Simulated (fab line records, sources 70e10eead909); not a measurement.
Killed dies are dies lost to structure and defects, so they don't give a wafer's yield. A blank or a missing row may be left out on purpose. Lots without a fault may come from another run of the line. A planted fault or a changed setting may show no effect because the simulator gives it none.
Which tool did it? | flow nand_harc | 12 lots, 36 wafers sampled, at 2 steps of a route of 1302

WHAT THE GAUGES READ, wafer by wafer
NHARC_A_CHANNEL_HOLE_D1_INSPECT_40. Usual: raw_defect_count 74, standard deviation 24.
lot  | measured     | on                | raw_defect_count | flag
L179 | day 8 23:45  | defect_inspect-02 | 47 75 49         |
L181 | day 9 18:04  | defect_inspect-01 | 59 42 71         |
L180 | day 9 19:55  | defect_inspect-01 | 101 89 91        |
L183 | day 10 10:38 | defect_inspect-01 | 53 29 38         |
L182 | day 10 14:39 | defect_inspect-02 | 117 87 102       |
L184 | day 11 02:38 | defect_inspect-01 | 67 69 51         |
L189 | day 12 17:45 | defect_inspect-01 | 84 102 98        |
L194 | day 14 17:08 | defect_inspect-01 | 54 55 52         |
L195 | day 15 08:13 | defect_inspect-02 | 95 99 98         |
L199 | day 17 02:23 | defect_inspect-02 | 52 70 43         |
L200 | day 17 18:53 | defect_inspect-02 | 53 46 37         |
L201 | day 18 03:17 | defect_inspect-02 | 62 43 65         |

WHICH TOOL RAN EACH LOT (tool, then ch and the chambers of the sampled wafers, then the start)
lot  | NHARC_A_CHANNEL_HOLE_D1_ETCH_24
L179 | har_etch-01 ch 0,1, day 8 20:10
L181 | har_etch-01 ch 0,1, day 9 14:38
L180 | har_etch-02 ch 0,1, day 9 16:29
L183 | har_etch-01 ch 0,1, day 10 07:20
L182 | har_etch-02 ch 0,1, day 10 11:19
L184 | har_etch-01 ch 0,1, day 10 23:04
L189 | har_etch-02 ch 0,1, day 12 14:11
L194 | har_etch-01 ch 0,1, day 14 13:24
L195 | har_etch-02 ch 0,1, day 15 04:47
L199 | har_etch-01 ch 0,1, day 16 22:49
L200 | har_etch-02 ch 0,1, day 17 15:19
L201 | har_etch-02 ch 0,1, day 18 00:04
- NHARC_A_CHANNEL_HOLE_D1_ETCH_24: etches the open film in C4F8/O2/Ar, time 906.2 s, target depth 1500 nm.

WHAT THE TOOLS THEMSELVES READ (means of the sampled wafers that have a number; where no wafer has one, the mark that the record gives instead)
NHARC_A_CHANNEL_HOLE_D1_ETCH_24. Usual: chamber_pressure_mTorr 19.998 mTorr, standard deviation 0.019; drypump_motor_current_A 5.8 A, standard deviation 0.6; showerhead_plenum_p_Torr 3.66 Torr, standard deviation 0.09; throttle_valve_pct 32.235 %, standard deviation 0.0088.
lot  | tool        | chamber_pressure_mTorr (mTorr) | drypump_motor_current_A (A) | showerhead_plenum_p_Torr (Torr) | throttle_valve_pct (%) | flag
L179 | har_etch-01 | 20.015                         | 6.4                         | 3.69                            | 32.241                 |
L181 | har_etch-01 | 20.003                         | 6.4                         | 3.69                            | 32.236                 |
L180 | har_etch-02 | 19.982                         | 5.4                         | 3.64                            | 32.226                 |
L183 | har_etch-01 | 19.984                         | 6.4                         | 3.68                            | 32.233                 |
L182 | har_etch-02 | 20.001                         | 5.6                         | 3.69                            | 32.239                 |
L184 | har_etch-01 | 19.996                         | 6.4                         | 3.67                            | 32.238                 |
L189 | har_etch-02 | 19.998                         | 5.4                         | 3.62                            | 32.237                 |
L194 | har_etch-01 | 20.003                         | 6.4                         | 3.65                            | 32.230                 |
L195 | har_etch-02 | 20.015                         | 5.4                         | 3.60                            | 32.235                 |
L199 | har_etch-01 | 19.989                         | 6.4                         | 3.63                            | 32.228                 |
L200 | har_etch-02 | 19.995                         | 5.5                         | 3.78                            | 32.235                 |
L201 | har_etch-02 | 19.969                         | 5.6                         | 3.77                            | 32.231                 |

THE ANSWER, worked out from the rows above alone
Rule: a lot is off if the mean of its wafers that have a number lies more than 3 standard deviations from the usual mean. A lot without any number at a reading at which 4 lots or more have one is off too. The other lots that the step has rows for count as sound. The gauges are gone through in route order, then the tools' own readings, and for those a lot's mean is taken as printed above. The first step at which some lot is off is used, and at that step the reading that is off furthest; a lot without a number counts as furthest.
No lot is off at any reading shown: from this, nothing can be told.

WHAT THE SIMULATOR HAD PUT IN
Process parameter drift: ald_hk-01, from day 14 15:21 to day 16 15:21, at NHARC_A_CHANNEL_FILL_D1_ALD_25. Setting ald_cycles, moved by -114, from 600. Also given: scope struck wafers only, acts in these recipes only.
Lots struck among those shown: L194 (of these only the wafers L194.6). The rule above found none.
